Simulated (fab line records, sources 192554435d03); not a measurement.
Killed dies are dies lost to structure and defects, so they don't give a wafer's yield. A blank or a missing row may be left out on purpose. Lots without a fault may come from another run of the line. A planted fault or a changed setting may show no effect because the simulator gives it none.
fab line records | flow n5_finfet | part 1 of 2: steps 1 to 4 of 6
record lots=24 wafers=72 last_day=20
route steps=1938 shown BEOL_M10@1486 BEOL_M11@1549 BEOL_M12@1615
lots that met no fault: from a run of the same line without faults
start_h: hours from the record's first day to the start of the lot's first wafer shown | wait_h: hours since the lot's step before | " the same as in the row above | L1.1+2: a row that stands for several wafers | - no value, or no start given | * or withheld: withheld | < > ~ a bound
route shown NAME@n: a module of which the file shows steps, and the number in the route of the first | usual: mean/standard deviation of fault-free wafers | same: alike in all rows | chamber/n: place in a boat | sites: the reading at each site | _std_site: their standard deviation | _edge_site: outer sites' mean less inner sites' | radius_mm: how far each site lies from the wafer's centre | mask NAME#n: copy n | behind: the tool/chamber that last shaped the wafer | hold: why the lot was held/for how many hours/how that ended | device: the transistor (n, p or np) that didn't switch | end of line: the same wafers' tests at the end of the route | a step without rows: its recipe alone | killed: dies lost to structure and defects at the first sort, not the wafer's yield | map: a wafer's dies, x killed, . not, _ none there
set.NAME: the setting as run; set.NAME@STEP: as run at that earlier step | model.NAME: the simulator's own value behind a step, which no gauge read
steps of the route over a sample of lots; a table a step, a row a wafer
services: from which hour (start_h, from the record's first day; less than 0 if before it) a tool's chamber was out of use, for how many hours, and why
## steps
# step N5_BEOL_M10_DESCUM_16
# recipe chemistry=O2 time_s=7.9 source_power_w=50 bias_power_w=20 pressure_mtorr=20 rf_frequency_hz=2.712e+07 temp_c=40 resist=CAR-ArF o2_flow_sccm=225
# usual drypump_motor_current_A=5.8/0.51 oes_product_au=0.79/0.074 rf_vpp_V=243.0/1.2 showerhead_plenum_p_Torr=2.09/0.051 throttle_valve_pct=20.48/0.24
# columns lot.wafer tool chamber start_h wait_h drypump_motor_current_A oes_product_au rf_hours_counter_h rf_vpp_V showerhead_plenum_p_Torr throttle_valve_pct
L074.1 rie_diel-05 3 244.07 1.0 5.9 0.80 112 241.1 2.02 20.63
L074.3 " 2 " " 6.1 0.72 216 245.3 2.16 20.79
L074.5 " 1 " " 6.6 0.76 - 242.3 2.09 20.32
L079.1 rie_diel-01 2 248.85 0.0 5.0 0.96 9 243.3 2.14 20.06
L079.3 " 0 " " 6.5 0.84 80 242.7 2.03 20.37
L079.5 " 3 " " 5.2 0.74 - 242.8 2.09 20.77
L077.2 rie_diel-05 0 250.84 0.0 5.7 0.80 97 243.1 2.20 20.57
L077.5 " 1 " " 6.6 0.76 - 244.0 2.09 20.31
L077.6 " 0 " " 5.7 0.80 - 245.2 2.20 20.55
L076.1 rie_diel-05 0 251.33 0.0 5.7 0.80 97 243.7 2.20 20.54
L076.2 " 2 " " 6.1 0.71 219 245.1 2.16 20.79
L076.4 " 3 " " 5.9 0.79 115 242.7 2.02 20.64
L075.2 rie_diel-01 2 255.21 0.3 5.0 0.95 11 241.6 2.14 20.07
L075.3 " 0 " " 6.5 0.84 81 243.1 2.03 20.37
L075.6 " 0 " " 6.5 0.83 - 241.0 2.03 20.36
L078.1 rie_diel-04 2 263.40 0.0 5.5 0.68 211 242.7 2.07 20.75
L078.4 " 0 " " 6.2 0.89 21 245.1 2.14 20.20
L078.6 " 3 " " 5.5 0.87 - 242.8 2.12 20.29
L080.1 rie_diel-01 0 276.54 0.1 6.5 0.83 89 244.2 2.03 20.38
L080.3 " 2 " " 5.0 0.93 19 245.1 2.14 20.07
L080.5 " 1 " " 5.6 0.74 - 243.7 2.09 20.74
L081.2 rie_diel-01 2 278.72 0.1 5.0 0.93 20 243.3 2.14 20.08
L081.5 " 2 " " 5.0 0.93 - 245.3 2.14 20.07
L081.6 " 1 " " 5.7 0.73 - 241.1 2.09 20.74
L082.2 rie_diel-04 3 300.19 0.0 5.5 0.85 62 242.6 2.12 20.30
L082.3 " 1 " " 6.2 0.89 30 242.3 2.04 20.20
L082.5 " 0 " " 6.2 0.86 - 243.6 2.13 20.24
L085.2 rie_diel-04 1 303.33 0.1 6.2 0.89 32 243.0 2.04 20.21
L085.3 " 3 " " 5.5 0.85 63 243.4 2.12 20.30
L085.4 " 0 " " 6.2 0.86 35 245.0 2.13 20.24
L084.2 rie_diel-01 2 336.31 0.0 5.0 0.89 39 243.2 2.13 20.10
L084.4 " 3 " " 5.2 0.72 186 243.4 2.08 20.82
L084.5 " 0 " " 6.5 0.80 - 240.8 2.02 20.42
L086.2 rie_diel-01 2 341.65 0.0 5.0 0.88 40 242.9 2.13 20.11
L086.3 " 3 " " 5.2 0.70 187 242.6 2.08 20.82
L086.4 " 1 " " 5.6 0.71 226 243.5 2.08 20.75
L089.2 rie_diel-04 3 348.06 0.0 5.5 0.83 76 243.6 2.11 20.34
L089.3 " 2 " " 5.5 0.67 234 242.5 2.06 20.75
L089.5 " 0 " " 6.2 0.85 - 244.4 2.13 20.26
L083.3 rie_diel-01 0 351.22 0.1 6.5 0.79 114 241.1 2.02 20.41
L083.4 " 2 " " 5.0 0.88 43 245.0 2.13 20.12
L083.5 " 1 " " 5.7 0.71 - 244.2 2.08 20.77
L088.1 rie_diel-04 1 355.22 0.1 6.2 0.86 46 242.4 2.03 20.23
L088.2 " 3 " " 5.5 0.84 77 242.7 2.11 20.32
L088.4 " 2 " " 5.5 0.67 235 241.8 2.06 20.76
L087.1 rie_diel-05 3 356.94 0.2 6.0 0.75 151 242.2 2.01 20.70
L087.4 " 1 " " 6.6 0.73 - 242.8 2.08 20.36
L087.6 " 0 " " 5.7 0.76 - 245.2 2.19 20.58
L090.2 rie_diel-01 0 362.42 0.0 6.5 0.78 117 242.1 2.02 20.42
L090.3 " 2 " " 5.0 0.87 47 243.2 2.13 20.09
L090.6 " 3 " " 5.2 0.70 - 242.4 2.07 20.82
L093.3 rie_diel-05 0 379.05 0.0 5.7 0.75 138 245.4 2.19 20.60
L093.4 " 3 " " 6.0 0.75 160 240.6 2.00 20.72
L093.5 " 0 " " 5.7 0.76 - 244.4 2.18 20.62
L092.1 rie_diel-01 3 384.75 0.3 5.2 0.69 202 243.1 2.07 20.83
L092.2 " 2 " " 5.0 0.86 55 245.2 2.13 20.13
L092.6 " 3 " " 5.2 0.69 - 243.4 2.07 20.83
L091.1 rie_diel-01 2 388.35 0.0 5.0 0.85 56 243.5 2.13 20.12
L091.3 " 3 " " 5.2 0.69 203 242.4 2.07 20.84
L091.6 " 0 " " 6.5 0.78 - 243.6 2.02 20.43
L094.1 rie_diel-04 1 390.68 0.0 6.2 0.85 57 242.9 2.03 20.24
L094.2 " 2 " " 5.6 0.66 247 241.7 2.06 20.78
L094.3 " 0 " " 6.2 0.82 60 242.4 2.12 20.27
L097.1 rie_diel-05 2 399.68 0.0 6.0 0.97 8 243.8 2.15 20.55
L097.2 " 0 " " 5.7 0.74 144 245.5 2.18 20.62
L097.5 " 0 " " 5.7 0.74 - 244.3 2.18 20.62
L095.4 rie_diel-04 3 400.10 0.0 5.5 0.82 92 244.4 2.11 20.35
L095.5 " 3 " " 5.5 0.82 - 243.3 2.11 20.34
L095.6 " 0 " " 6.2 0.82 - 243.0 2.12 20.27
L096.2 rie_diel-04 3 413.17 0.0 5.5 0.82 97 243.0 2.10 20.34
L096.3 " 1 " " 6.2 0.84 64 241.6 2.02 20.25
L096.6 " 3 " " 5.5 0.80 - 242.1 2.10 20.36
# step N5_BEOL_M10_ETCH_41
# recipe chemistry=CH3F/O2 target=SiCN target_depth_a=426 taper_deg=2 time_s=86 ion_energy_ev=120 mask_material=TiN pressure_mtorr=30 source_w=395 bias_w=75 Ar_flow_sccm=150 CH3F_flow_sccm=30 O2_flow_sccm=20
# usual drypump_motor_current_A=5.8/0.48 oes_product_au=0.79/0.084 rf_vpp_V=297.4/1.2 showerhead_plenum_p_Torr=2.00/0.046 throttle_valve_pct=16.38/0.25
# columns lot.wafer tool chamber start_h wait_h drypump_motor_current_A oes_product_au rf_hours_counter_h rf_vpp_V showerhead_plenum_p_Torr throttle_valve_pct
L074.1 rie_diel-04 2 - - 5.6 0.68 206 296.0 1.99 16.70
L074.3 " 3 " " 5.5 0.87 43 297.6 2.04 16.19
L074.5 " 1 " " 6.2 0.93 - 297.8 1.96 16.07
L079.1 rie_diel-04 1 - - 6.2 0.93 14 296.9 1.96 16.08
L079.3 " 2 " " 5.5 0.68 207 296.4 1.99 16.68
L079.5 " 2 " " 5.5 0.69 - 297.7 1.99 16.70
L077.2 rie_diel-05 0 - - 5.7 0.79 98 299.7 2.11 16.46
L077.5 " 3 " " 6.0 0.79 - 296.3 1.93 16.53
L077.6 " 2 " " 6.0 0.71 - 297.9 2.06 16.70
L076.1 rie_diel-04 2 - - 5.5 0.68 209 296.0 1.99 16.69
L076.2 " 1 " " 6.2 0.93 15 295.2 1.96 16.07
L076.4 " 3 " " 5.5 0.87 46 298.7 2.04 16.21
L075.2 rie_diel-01 3 - - 5.2 0.74 157 298.0 2.00 16.63
L075.3 " 0 " " 6.5 0.83 82 296.2 1.95 16.29
L075.6 " 0 " " 6.5 0.83 - 295.6 1.95 16.28
L078.1 rie_diel-01 3 - - 5.2 0.75 162 296.3 1.99 16.66
L078.4 " 1 " " 5.6 0.73 204 296.3 1.98 16.57
L078.6 " 3 " " 5.1 0.74 - 298.3 1.99 16.66
L080.1 rie_diel-01 3 - - 5.2 0.73 166 296.5 1.99 16.67
L080.3 " 1 " " 5.7 0.72 207 297.5 1.98 16.57
L080.5 " 3 " " 5.2 0.73 - 298.4 1.99 16.67
L081.2 rie_diel-04 1 - - 6.2 0.90 23 296.5 1.96 16.10
L081.5 " 3 " " 5.5 0.86 - 298.6 2.04 16.23
L081.6 " 2 " " 5.6 0.68 - 297.0 1.99 16.69
L082.2 rie_diel-05 1 - - 6.6 0.75 178 297.0 1.99 16.25
L082.3 " 3 " " 6.0 0.77 131 296.5 1.93 16.56
L082.5 " 2 " " 6.0 0.69 - 299.2 2.05 16.71
L085.2 rie_diel-05 2 - - 6.0 0.69 237 297.3 2.05 16.70
L085.3 " 0 " " 5.7 0.77 115 297.6 2.10 16.48
L085.4 " 3 " " 6.0 0.77 133 296.6 1.92 16.57
L084.2 rie_diel-04 0 - - 6.2 0.84 45 299.7 2.03 16.12
L084.4 " 2 " " 5.5 0.66 232 296.9 1.98 16.74
L084.5 " 0 " " 6.2 0.84 - 298.3 2.03 16.14
L086.2 rie_diel-04 2 - - 5.5 0.67 232 297.1 1.98 16.74
L086.3 " 3 " " 5.6 0.84 74 298.2 2.03 16.26
L086.4 " 1 " " 6.3 0.86 43 295.1 1.95 16.13
L089.2 rie_diel-04 3 - - 5.5 0.84 76 297.9 2.03 16.26
L089.3 " 1 " " 6.3 0.86 44 296.7 1.95 16.13
L089.5 " 1 " " 6.3 0.86 - 295.3 1.95 16.13
L083.3 rie_diel-01 3 - - 5.2 0.71 191 296.4 1.98 16.73
L083.4 " 0 " " 6.5 0.79 115 297.1 1.94 16.34
L083.5 " 0 " " 6.5 0.78 - 296.1 1.94 16.36
L088.1 rie_diel-04 3 - - 5.5 0.83 78 299.8 2.03 16.27
L088.2 " 2 " " 5.5 0.67 236 297.1 1.98 16.75
L088.4 " 1 " " 6.2 0.85 46 297.4 1.95 16.14
L087.1 rie_diel-01 2 - - 5.0 0.88 46 298.9 2.04 16.00
L087.4 " 0 " " 6.5 0.79 116 297.9 1.94 16.37
L087.6 " 2 " " 5.0 0.88 - 297.1 2.04 15.99
L090.2 rie_diel-04 0 - - 6.2 0.83 52 297.6 2.03 16.14
L090.3 " 1 " " 6.2 0.87 49 297.4 1.95 16.13
L090.6 " 2 " " 5.6 0.66 - 296.3 1.98 16.74
L093.3 rie_diel-05 0 - - 5.7 0.76 139 299.9 2.09 16.51
L093.4 " 3 " " 6.0 0.74 162 296.6 1.92 16.63
L093.5 " 2 " " 6.1 0.99 - 298.2 2.05 16.29
L092.1 rie_diel-05 0 - - 5.7 0.76 140 300.8 2.09 16.52
L092.2 " 3 " " 6.0 0.74 163 296.0 1.92 16.63
L092.6 " 0 " " 5.7 0.75 - 298.8 2.09 16.52
L091.1 rie_diel-01 2 - - 5.0 0.87 57 298.0 2.03 16.01
L091.3 " 1 " " 5.6 0.71 244 296.9 1.97 16.65
L091.6 " 1 " " 5.6 0.70 - 297.6 1.97 16.66
L094.1 rie_diel-05 1 - - 6.6 0.73 210 296.5 1.98 16.30
L094.2 " 3 " " 5.9 0.75 165 294.7 1.91 16.62
L094.3 " 0 " " 5.7 0.75 142 298.5 2.09 16.52
L097.1 rie_diel-01 3 - - 5.2 0.69 208 297.4 1.98 16.74
L097.2 " 1 " " 5.7 0.70 248 296.7 1.97 16.65
L097.5 " 1 " " 5.7 0.69 - 296.4 1.97 16.65
L095.4 rie_diel-01 3 - - 5.2 0.69 208 295.0 1.98 16.74
L095.5 " 1 " " 5.7 0.70 - 296.0 1.97 16.65
L095.6 " 2 " " 5.0 0.85 - 297.7 2.03 16.00
L096.2 rie_diel-04 1 - - 6.2 0.83 68 296.7 1.94 16.19
L096.3 " 3 " " 5.5 0.79 101 297.1 2.02 16.33
L096.6 " 0 " " 6.2 0.81 - 299.2 2.03 16.17
# step N5_BEOL_M11_CD_MEAS_11
# recipe target_cd_nm=64.1 landing_energy_ev=500 detector=se_inlens polarity=opening
# usual cd_nm=64.1/0.43
# same landing_energy_ev=500
# columns lot.wafer tool chamber start_h wait_h cd_nm
L074.1 cd_sem-02 0 251.15 - 64.2
L074.3 " 0 " " 63.8
L074.5 " 0 " " 63.8
L079.1 cd_sem-03 0 257.04 - 64.5
L079.3 " 0 " " 64.6
L079.5 " 0 " " 64.6
L077.2 cd_sem-02 0 259.20 - 64.0
L077.5 " 0 " " 64.1
L077.6 " 0 " " 64.6
L076.1 cd_sem-02 0 259.64 - 63.4
L076.2 " 0 " " 64.0
L076.4 " 0 " " 63.6
L075.2 cd_sem-01 0 261.78 - 63.3
L075.3 " 0 " " 63.7
L075.6 " 0 " " 63.8
L078.1 cd_sem-02 0 273.85 - 64.2
L078.4 " 0 " " 64.1
L078.6 " 0 " " 64.7
L080.1 cd_sem-02 0 283.59 - 64.1
L080.3 " 0 " " 64.3
L080.5 " 0 " " 64.0
L081.2 cd_sem-02 0 286.75 - 64.1
L081.5 " 0 " " 64.1
L081.6 " 0 " " 64.5
L082.2 cd_sem-01 0 308.83 - 63.8
L082.3 " 0 " " 64.1
L082.5 " 0 " " 63.9
L085.2 cd_sem-03 0 313.57 - 64.1
L085.3 " 0 " " 64.2
L085.4 " 0 " " 64.6
L084.2 cd_sem-03 0 345.14 - 64.1
L084.4 " 0 " " 63.5
L084.5 " 0 " " 64.6
L086.2 cd_sem-03 0 347.85 - 64.1
L086.3 " 0 " " 64.1
L086.4 " 0 " " 64.1
L089.2 cd_sem-01 0 354.91 - 64.2
L089.3 " 0 " " 63.3
L089.5 " 0 " " 64.5
L083.3 cd_sem-01 0 357.96 - 64.5
L083.4 " 0 " " 64.7
L083.5 " 0 " " 65.2
L088.1 cd_sem-03 0 363.74 - 64.5
L088.2 " 0 " " 64.7
L088.4 " 0 " " 64.3
L087.1 cd_sem-01 0 366.45 - 64.5
L087.4 " 0 " " 64.7
L087.6 " 0 " " 64.3
L090.2 cd_sem-02 0 370.36 - 64.3
L090.3 " 0 " " 64.3
L090.6 " 0 " " 64.3
L093.3 cd_sem-02 0 390.49 - 64.6
L093.4 " 0 " " 64.0
L093.5 " 0 " " 64.4
L092.1 cd_sem-01 0 392.08 - 63.7
L092.2 " 0 " " 63.5
L092.6 " 0 " " 63.6
L091.1 cd_sem-03 0 396.17 - 64.3
L091.3 " 0 " " 64.2
L091.6 " 0 " " 64.4
L094.1 cd_sem-03 0 396.82 - 64.8
L094.2 " 0 " " 64.6
L094.3 " 0 " " 65.0
L097.1 cd_sem-01 0 407.36 - 63.3
L097.2 " 0 " " 63.4
L097.5 " 0 " " 63.7
L095.4 cd_sem-03 0 408.09 - 63.8
L095.5 " 0 " " 64.4
L095.6 " 0 " " 64.3
L096.2 cd_sem-03 0 424.30 - 64.0
L096.3 " 0 " " 63.6
L096.6 " 0 " " 63.5
# step N5_BEOL_M11_CD_MEAS_18
# recipe pitch_nm=140 target_cd_nm=70
# usual cd_nm=70.1/0.46
# columns lot.wafer tool chamber start_h wait_h cd_nm
L074.1 cd_sem-01 - 251.71 0.0 70.0
L074.3 " - " " 70.1
L074.5 " - " " 69.8
L079.1 cd_sem-03 - 257.59 0.0 70.7
L079.3 " - " " 70.5
L079.5 " - " " 70.6
L077.2 cd_sem-02 - 260.48 0.1 70.0
L077.5 " - " " 70.0
L077.6 " - " " 70.5
L076.1 cd_sem-03 - 260.61 0.0 69.5
L076.2 " - " " 70.0
L076.4 " - " " 69.2
L075.2 cd_sem-01 - 262.42 0.1 69.5
L075.3 " - " " 69.7
L075.6 " - " " 69.6
L078.1 cd_sem-02 - 274.52 0.1 70.3
L078.4 " - " " 70.4
L078.6 " - " " 70.5
L080.1 cd_sem-03 - 284.13 0.0 70.1
L080.3 " - " " 70.0
L080.5 " - " " 70.2
L081.2 cd_sem-03 - 287.39 0.1 69.9
L081.5 " - " " 70.5
L081.6 " - " " 70.3
L082.2 cd_sem-03 - 309.40 0.1 69.3
L082.3 " - " " 70.0
L082.5 " - " " 70.2
L085.2 cd_sem-03 - 314.15 0.1 70.4
L085.3 " - " " 70.2
L085.4 " - " " 70.6
L084.2 cd_sem-03 - 345.68 0.1 70.3
L084.4 " - " " 69.7
L084.5 " - " " 70.5
L086.2 cd_sem-03 - 348.43 0.1 69.8
L086.3 " - " " 69.5
L086.4 " - " " 70.4
L089.2 cd_sem-03 - 355.45 0.1 70.5
L089.3 " - " " 69.8
L089.5 " - " " 69.8
L083.3 cd_sem-02 - 358.75 0.1 70.0
L083.4 " - " " 70.8
L083.5 " - " " 71.1
L088.1 cd_sem-03 - 364.28 0.0 70.9
L088.2 " - " " 70.4
L088.4 " - " " 70.2
L087.1 cd_sem-02 - 366.99 0.0 70.4
L087.4 " - " " 70.5
L087.6 " - " " 71.1
L090.2 cd_sem-02 - 371.27 0.1 69.9
L090.3 " - " " 70.4
L090.6 " - " " 70.3
L093.3 cd_sem-03 - 391.05 0.1 70.5
L093.4 " - " " 70.1
L093.5 " - " " 69.9
L092.1 cd_sem-02 - 393.31 0.0 69.4
L092.2 " - " " 69.5
L092.6 " - " " 70.1
L091.1 cd_sem-03 - 397.98 0.1 70.3
L091.3 " - " " 70.1
L091.6 " - " " 70.1
L094.1 cd_sem-02 - 398.58 0.0 70.2
L094.2 " - " " 69.8
L094.3 " - " " 70.2
L097.1 cd_sem-01 - 408.05 0.0 69.5
L097.2 " - " " 69.7
L097.5 " - " " 69.9
L095.4 cd_sem-01 - 408.76 0.1 69.9
L095.5 " - " " 70.1
L095.6 " - " " 69.6
L096.2 cd_sem-03 - 425.05 0.1 70.1
L096.3 " - " " 69.8
L096.6 " - " " 69.5
